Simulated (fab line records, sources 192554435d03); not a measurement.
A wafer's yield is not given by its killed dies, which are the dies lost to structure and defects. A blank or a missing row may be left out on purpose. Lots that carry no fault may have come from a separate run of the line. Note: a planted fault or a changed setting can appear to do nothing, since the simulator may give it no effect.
Which tool was responsible? + flow n5_finfet + 28 wafers from 10 lots sampled at 5 of the route's 1938 steps

WHAT THE GAUGES SHOWED, per wafer
N5_MOL_CONTACT_COAG_OVL_MEAS_09. Usual: CA_OVL typically reads 0.0 nm, with standard deviation 0.74.
| lot  | measured     | on         | CA_OVL (nm)    | flag |
|------|--------------|------------|----------------|------|
| L243 | day 4 13:27  | overlay-01 | 0.6 1.1 0.8    |      |
| L245 | day 5 02:19  | overlay-02 | -1.3 -0.6 -0.4 |      |
| L246 | day 5 07:44  | overlay-02 | -0.7 -0.3 -1.1 |      |
| L255 | day 7 16:48  | overlay-01 | 0.1 0.1        |      |
| L256 | day 7 19:07  | overlay-02 | -0.3 0.1       |      |
| L257 | day 8 01:34  | overlay-02 | 0.1 -0.4 0.1   |      |
| L259 | day 8 18:01  | overlay-01 | -0.7 0.4 -0.3  |      |
| L260 | day 8 22:02  | overlay-01 | 1.0 0.0 0.7    |      |
| L263 | day 9 20:33  | overlay-02 | 1.5 -0.4 1.8   |      |
| L265 | day 10 02:43 | overlay-01 | -0.3 -0.1 -1.1 |      |

N5_BEOL_M4_RC_MEAS_101. Usual: DIBL_N 36.1 mV/V, standard deviation 2.3; DIBL_P 36 mV/V, standard deviation 3.2; IOFF_N 0.16 nA/um, standard deviation 0.045; IOFF_P 0.21 nA/um, standard deviation 0.049; ION_N 674 uA/um, standard deviation 14; ION_P 462 uA/um, standard deviation 8.4; SS_N 71.6 mV/dec, standard deviation 0.83; SS_P 73.2 mV/dec, standard deviation 0.87; VT_N 249 mV, standard deviation 3.8; VT_P -250 mV, standard deviation 3.4.
| lot  | measured     | on        | DIBL_N (mV/V)  | DIBL_P (mV/V) | IOFF_N (nA/um) | IOFF_P (nA/um) | ION_N (uA/um) | ION_P (uA/um) | SS_N (mV/dec)  | SS_P (mV/dec)  | VT_N (mV)   | VT_P (mV)      | flag |
|------|--------------|-----------|----------------|---------------|----------------|----------------|---------------|---------------|----------------|----------------|-------------|----------------|------|
| L243 | day 10 20:59 | prober-02 | 35.1 39.1 37.9 | 34 39 37      | 0.13 0.20 0.18 | 0.21 0.28 0.25 | 659 675 673   | 461 466 465   | 70.7 72.3 71.7 | 72.9 73.6 73.7 | 250 248 248 | -249 -246 -245 |      |
| L245 | day 12 02:29 | prober-01 | 36.3 33.2 36.7 | 33 30 35      | 0.14 0.10 0.14 | 0.18 0.15 0.21 | 650 672 682   | 449 459 470   | 71.9 71.6 72.0 | 72.9 72.3 73.0 | 254 255 253 | -250 -253 -250 |      |
| L246 | day 11 20:04 | prober-01 | 39.1 38.2 36.7 | 42 40 39      | 0.22 0.20 0.19 | 0.29 0.26 0.26 | 686 679 695   | 468 465 481   | 72.3 72.0 71.3 | 74.4 73.7 73.7 | 246 248 244 | -246 -246 -246 |      |
| L255 | day 13 09:17 | prober-02 | 34.9 35.4      | 35 33         | 0.13 0.13      | 0.20 0.17      | 682 662       | 472 458       | 71.0 71.3      | 73.2 72.0      | 253 251     | -250 -255      |      |
| L256 | day 15 08:58 | prober-02 | 32.3 35.6      | 30 35         | 0.11 0.14      | 0.14 0.22      | 656 662       | 448 462       | 70.9 72.0      | 71.3 74.3      | 255 248     | -256 -250      |      |
| L257 | day 15 11:49 | prober-02 | 36.9 38.7 39.8 | 34 37 37      | 0.16 0.19 0.22 | 0.20 0.24 0.24 | 689 693 688   | 470 472 465   | 70.9 71.8 71.8 | 72.9 74.2 73.6 | 249 243 243 | -247 -245 -247 |      |
| L259 | day 14 17:44 | prober-01 | 31.4 37.2 36.4 | 30 36 35      | 0.09 0.19 0.16 | 0.13 0.20 0.19 | 645 672 668   | 446 462 458   | 69.8 71.5 71.4 | 72.4 73.5 73.7 | 255 247 250 | -258 -249 -254 |      |
| L260 | day 15 19:12 | prober-01 | 34.4 35.0 35.4 | 36 37 37      | 0.14 0.14 0.15 | 0.16 0.19 0.19 | 672 678 676   | 458 466 465   | 71.9 72.0 72.3 | 72.9 73.1 73.5 | 251 254 251 | -255 -256 -253 |      |
| L263 | day 15 22:50 | prober-02 | 37.6 39.2 36.5 | 38 41 37      | 0.17 0.21 0.15 | 0.20 0.28 0.20 | 673 674 675   | 458 466 462   | 71.3 72.2 71.2 | 73.8 75.1 73.9 | 248 249 248 | -252 -249 -254 |      |
| L265 | day 16 04:26 | prober-02 | 39.9 36.0 35.4 | 39 34 33      | 0.22 0.14 0.13 | 0.24 0.17 0.17 | 707 661 670   | 474 450 460   | 72.3 70.8 70.4 | 74.2 73.0 72.0 | 244 250 251 | -250 -252 -248 |      |

WHICH TOOL RAN EACH LOT (tool, then ch and the chambers of the sampled wafers, then the start)
| lot  | N5_MOL_CONTACT_COAG_ETCH_59       | N5_MOL_CONTACT_COAG_PRECLEAN_111    | N5_MOL_CONTACT_COAG_CO_FILL_22   |
|------|-----------------------------------|-------------------------------------|----------------------------------|
| L243 | rie_diel-03 ch 0,1,2, day 4 13:35 | remote_plasma-02 ch 1, day 4 14:12  | cvd_co-02 ch 0,1,2, day 4 15:46  |
| L245 | rie_diel-03 ch 0,1,2, day 5 02:26 | remote_plasma-01 ch 0, day 5 03:07  | cvd_co-02 ch 0,1, day 5 08:01    |
| L246 | rie_diel-01 ch 0,2,3, day 5 07:52 | remote_plasma-01 ch 0, day 5 08:31  | cvd_co-01 ch 0,2, day 5 13:06    |
| L255 | rie_diel-01 ch 1,2, day 7 17:06   | remote_plasma-01 ch 0, day 7 18:31  | cvd_co-02 ch 1,2, day 7 20:37    |
| L256 | rie_diel-04 ch 0, day 7 19:26     | remote_plasma-01 ch 0, day 7 20:05  | cvd_co-02 ch 1, day 7 23:01      |
| L257 | rie_diel-03 ch 0,1,2, day 8 01:42 | remote_plasma-01 ch 1, day 8 03:47  | cvd_co-02 ch 0,1,2, day 8 05:14  |
| L259 | rie_diel-03 ch 0,2,3, day 8 18:11 | remote_plasma-02 ch 0, day 8 18:53  | cvd_co-01 ch 0,1,2, day 8 22:43  |
| L260 | rie_diel-03 ch 2,3, day 8 22:08   | remote_plasma-02 ch 0, day 8 22:56  | cvd_co-01 ch 0,1, day 9 01:11    |
| L263 | rie_diel-04 ch 0,1, day 9 20:40   | remote_plasma-02 ch 0, day 9 21:20  | cvd_co-01 ch 0,2, day 9 22:44    |
| L265 | rie_diel-03 ch 1,3, day 10 02:53  | remote_plasma-02 ch 0, day 10 03:29 | cvd_co-01 ch 0,1,2, day 10 05:13 |
- N5_MOL_CONTACT_COAG_ETCH_59: etches underlayer in N2/H2, target depth 13 nm, time 10.4 s.
- N5_MOL_CONTACT_COAG_PRECLEAN_111: cleans in NF3:NH3, afs cycles 1, time 20 s, sublimation time 60 s.
- N5_MOL_CONTACT_COAG_CO_FILL_22: material Co, precursor CCTBA/H2, target thk 20 nm.

AS READ BY THE TOOLS THEMSELVES (means over the sampled wafers that have a number; for cases with no such wafer, the mark the record gives instead)
N5_MOL_CONTACT_COAG_ETCH_59. Usual: bias_w 150.0 W (standard deviation 0.49); drypump_motor_current_A 5.70 A (standard deviation 0.2); etch_rf_on_time_s 10.5 s (standard deviation 0.36); oes_product_au 0.66 a.u. (standard deviation 0.062); rf_vpp_V 523.9 V (standard deviation 2.4); showerhead_plenum_p_Torr 2.54 Torr (standard deviation 0.085); throttle_valve_pct 17.92 % (standard deviation 0.22).
| lot  | tool        | bias_w (W) | drypump_motor_current_A (A) | etch_rf_on_time_s (s) | oes_product_au (a.u.) | rf_vpp_V (V) | showerhead_plenum_p_Torr (Torr) | throttle_valve_pct (%) | flag |
|------|-------------|------------|-----------------------------|-----------------------|-----------------------|--------------|---------------------------------|------------------------|------|
| L243 | rie_diel-03 | 150.2      | 5.77                        | 10.4                  | 0.66                  | 523.6        | 2.54                            | 17.81                  |      |
| L245 | rie_diel-03 | 149.9      | 5.75                        | 10.4                  | 0.65                  | 523.5        | 2.54                            | 17.82                  |      |
| L246 | rie_diel-01 | 150.0      | 5.76                        | 10.7                  | 0.66                  | 523.6        | 2.52                            | 17.98                  |      |
| L255 | rie_diel-01 | 149.8      | 5.60                        | 10.7                  | 0.68                  | 526.1        | 2.62                            | 18.12                  |      |
| L256 | rie_diel-04 | 149.8      | 5.87                        | 10.0                  | 0.83                  | 521.8        | 2.48                            | 17.73                  |      |
| L257 | rie_diel-03 | 149.7      | 5.75                        | 10.5                  | 0.64                  | 524.4        | 2.53                            | 17.85                  |      |
| L259 | rie_diel-03 | 149.9      | 5.72                        | 10.6                  | 0.63                  | 524.0        | 2.52                            | 17.75                  |      |
| L260 | rie_diel-03 | 150.5      | 5.86                        | 10.8                  | 0.63                  | 525.1        | 2.56                            | 17.78                  |      |
| L263 | rie_diel-04 | 150.1      | 5.88                        | 9.9                   | 0.79                  | 523.1        | 2.49                            | 17.73                  |      |
| L265 | rie_diel-03 | 150.2      | 5.74                        | 10.5                  | 0.66                  | 521.4        | 2.43                            | 17.86                  |      |

N5_MOL_CONTACT_COAG_PRECLEAN_111. Usual: 29.99 C for temp_c, sd 0.096.
| lot  | tool             | temp_c (C) | flag |
|------|------------------|------------|------|
| L243 | remote_plasma-02 | 30.05      |      |
| L245 | remote_plasma-01 | 30.07      |      |
| L246 | remote_plasma-01 | 29.92      |      |
| L255 | remote_plasma-01 | 30.06      |      |
| L256 | remote_plasma-01 | 29.91      |      |
| L257 | remote_plasma-01 | 29.90      |      |
| L259 | remote_plasma-02 | 30.00      |      |
| L260 | remote_plasma-02 | 30.07      |      |
| L263 | remote_plasma-02 | 30.07      |      |
| L265 | remote_plasma-02 | 30.01      |      |

N5_MOL_CONTACT_COAG_CO_FILL_22. Usual: 232 W for heater_power_w, sd 14.
| lot  | tool      | heater_power_w (W) | flag |
|------|-----------|--------------------|------|
| L243 | cvd_co-02 | 223                |      |
| L245 | cvd_co-02 | 232                |      |
| L246 | cvd_co-01 | 235                |      |
| L255 | cvd_co-02 | 225                |      |
| L256 | cvd_co-02 | 226                |      |
| L257 | cvd_co-02 | 220                |      |
| L259 | cvd_co-01 | 240                |      |
| L260 | cvd_co-01 | 246                |      |
| L263 | cvd_co-01 | 238                |      |
| L265 | cvd_co-01 | 237                |      |

THE ANSWER, worked out from the rows above alone
Rule: a lot is off if the mean of its wafers that have a number lies more than 3 standard deviations from the usual mean. A lot without any number at a reading at which 4 lots or more have one is off too. Any other lot the step has rows for is counted as sound. The gauges are gone through in route order, then the tools' own readings, and for those a lot's mean is taken as printed above. The first step at which some lot is off is used, and at that step the reading that is off furthest; a lot without a number counts as furthest.
No lot is off on any of the readings shown, so nothing can be concluded from this.

WHAT THE SIMULATOR PUT IN
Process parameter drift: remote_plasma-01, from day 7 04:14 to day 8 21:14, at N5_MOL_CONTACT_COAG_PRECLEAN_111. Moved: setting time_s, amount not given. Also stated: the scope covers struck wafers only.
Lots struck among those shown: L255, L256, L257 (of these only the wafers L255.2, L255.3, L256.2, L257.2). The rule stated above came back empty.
